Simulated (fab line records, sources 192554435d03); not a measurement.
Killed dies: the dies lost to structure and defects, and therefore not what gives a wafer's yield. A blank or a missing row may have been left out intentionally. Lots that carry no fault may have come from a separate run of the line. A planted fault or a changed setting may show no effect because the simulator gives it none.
Chamber matching | flow n5Finfet | pecvd-01 running N5_BEOL_M3_PECVD_72: 3 sister chambers
The step deposits SiO2 from TEOS/O2, target thk 16 nm, time 18 s. 6 wafers are shown with their chamber, then 7 later ones without.

EACH WAFER AND ITS CHAMBER
wafer  | chamber | showerheadPlenumPTorr (Torr) | throttleValvePct (%)
L846.1 | 2       | 8.90                         | 21.7
L847.1 | 2       | 8.88                         | 21.9
L847.4 | 1       | 8.82                         | 22.3
L847.6 | 0       | 8.75                         | 22.8
L848.4 | 1       | 8.83                         | 22.2
L848.5 | 0       | 8.74                         | 23.4

WAFERS WITHOUT THEIR CHAMBER
wafer  | showerheadPlenumPTorr (Torr) | throttleValvePct (%)
L848.6 | 8.93                         | 21.8
L849.1 | 8.74                         | 23.4
L849.3 | 8.90                         | 21.9
L849.4 | 8.88                         | 22.1
L861.1 | 8.88                         | 20.7
L861.3 | 8.82                         | 22.2
L861.6 | 8.83                         | 22.1

THE CHAMBER EACH PASSED THROUGH
wafer  | from the rows above | in truth
L848.6 | 2                   | 2
L849.1 | 0                   | 0
L849.3 | 2                   | 2
L849.4 | 2                   | 2
L861.1 | 2                   | 2
L861.3 | 1                   | 1
L861.6 | 1                   | 1
Correct placement for 7 of the 7. Not placeable from these rows: 0. Placed wrongly: 0.
How it was worked out, from the rows above alone: a wafer's distance from a chamber is the root of the sum, over the readings, of the square of ((its reading less the chamber's mean) divided by the reading's scatter). The wafer belongs to the nearest chamber; if the next one is less than 2 further off, it can't be placed. The mean given for a chamber averages the wafers shown for that chamber. The scatter: take each reading less its chamber's mean, square it, sum over the shown wafers, divide by the number of wafers less the number of chambers, and take the root.
